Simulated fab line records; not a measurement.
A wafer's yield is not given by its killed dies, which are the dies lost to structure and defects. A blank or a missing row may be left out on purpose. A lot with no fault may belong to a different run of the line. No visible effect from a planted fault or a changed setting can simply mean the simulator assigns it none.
Comparing a struck lot with a sound one	flow n5Finfet	16 steps out of a route of 1938
Sound: wafers L397.1, L397.4, L397.6. Wafers struck: L408.2, L408.5. The cause comes at the end.
For every step that has rows: the tool of each side, followed by ch and its chambers, followed by its first start. Under that, the readings that differ: sound wafers	struck wafers	difference of the means	sigmas: that difference in standard deviations of wafers without a fault.
alike: readings whose means differ by less than 2 such deviations, and words and numbers that are the same on both sides. not compared: withheld readings, readings that some wafer has no value for, bounds like >300 that may hide the same value, and numbers for which the record gives no deviation and whose values overlap.
Wherever a step has rows on one side only, a row that says differs or no value, or a row with sigmas, the two part there. Numbers that don't overlap but have no deviation are shown without sigmas and don't part them. A reading missing from all wafers of one side parts the sides only when that side holds two or more wafers.

first, 6 steps without rows for these wafers: N5_MOL_CONTACT_COAG_COAT_34 (resist thk 40 nm); N5_MOL_CONTACT_COAG_EBR_36; N5_MOL_CONTACT_COAG_SOFTBAKE_35 (time 60 s); N5_MOL_CONTACT_COAG_EXPOSE_37 (exposes mask VD, defocus 0 nm); N5_MOL_CONTACT_COAG_PEB_38 (peb time 60 s); N5_MOL_CONTACT_COAG_DEVELOP_39 (develop time 30 s).
N5_MOL_CONTACT_COAG_CD_MEAS_40: the cd target is 25.1 nm.
  sound on cdSem-02 ch 0, day 5 18:25; struck on cdSem-01 ch 0, day 8 13:05
  alike: cdNm
N5_MOL_CONTACT_COAG_OVL_MEAS_41:
  sound on overlay-01 ch 0, day 5 18:26; struck on overlay-02 ch 0, day 8 13:08
  alike: VD_OVL
N5_MOL_CONTACT_COAG_INSPECT_42: inspects for defects (brightfield).
  struck on defectInspect-01, day 8 13:11; sound on defectInspect-02, day 5 18:30
  alike: rawDefectCount
N5_MOL_CONTACT_COAG_DESCUM_45: chemistry O2, time 7 s.
  sound on rieDiel-01 ch 0,1,2, day 5 18:32; struck on rieDiel-04 ch 1,3, day 8 13:29
  alike: drypumpMotorCurrentA, oesProductAu, rfVppV, showerheadPlenumPTorr, throttleValvePct
  not compared: rfHoursCounterH
N5_MOL_CONTACT_COAG_ETCH_65: etches underlayer in N2/H2, target depth 13 nm, time 10.4 s.
  sound on rieDiel-01 ch 0,1,2, day 5 18:34; struck on rieDiel-04 ch 1,3, day 8 13:31
  alike: drypumpMotorCurrentA, etchRfOnTimeS, oesProductAu, rfVppV, showerheadPlenumPTorr, throttleValvePct
  not compared: rfHoursCounterH
N5_MOL_CONTACT_COAG_ETCH_66: etches SiARC in CF4, target depth 13 nm, time 21.7 s.
  sound on rieDiel-01 ch 0,1,2, day 5 18:35; struck on rieDiel-04 ch 1,3, day 8 13:32
  alike: drypumpMotorCurrentA, etchRfOnTimeS, oesProductAu, rfVppV, showerheadPlenumPTorr, throttleValvePct
  not compared: rfHoursCounterH
N5_MOL_CONTACT_COAG_ALD_133: deposits SiO2, target thk 5 nm, pulse time 1 s, co reactant pulse time 1 s.
  sound on aldSin-01 ch 0,1,3, day 5 18:40; struck on aldSin-01 ch 0,3, day 8 13:37
reading	sound	struck	difference	sigmas
aldCycles	35 35 35	19 19	-16	
model.SiO2_of_MOL_CONTACT_COAG_ALD_133.thkNm (nm)	5 5 5	2.6 2.6	-2.4	
  alike: heaterPowerOuterW, heaterPowerW, precursorPulseHeightRel
N5_MOL_CONTACT_COAG_ETCHBACK_134: etches SiO2 in CHF3, target depth 10 nm, time 6.7 s.
  sound on rieDiel-01 ch 0,3, day 5 18:50; struck on rieDiel-03 ch 1,2, day 8 13:53
  alike: drypumpMotorCurrentA, oesProductAu, rfVppV, showerheadPlenumPTorr, throttleValvePct
  not compared: rfHoursCounterH
N5_BEOL_M4_RC_MEAS_101:
  the record has rows for the sound wafers here (prober-02 ch 0, day 9 04:07) and none for the struck ones
-- record jumps: 8 days separate the struck wafers' starts on either side; left off in module BEOL_M4, taken up again in module PASSIVATION, whose first shown step is the route's number 1936 --
N5_PASSIVATION_PROBE_49:
  the record has rows for the struck wafers here (prober-01, day 16 22:35) and none for the sound ones

== WHERE THEY PART ==
First at N5_BEOL_M4_RC_MEAS_101; last, within this record, at N5_PASSIVATION_PROBE_49.

WHY: what the simulator had put in
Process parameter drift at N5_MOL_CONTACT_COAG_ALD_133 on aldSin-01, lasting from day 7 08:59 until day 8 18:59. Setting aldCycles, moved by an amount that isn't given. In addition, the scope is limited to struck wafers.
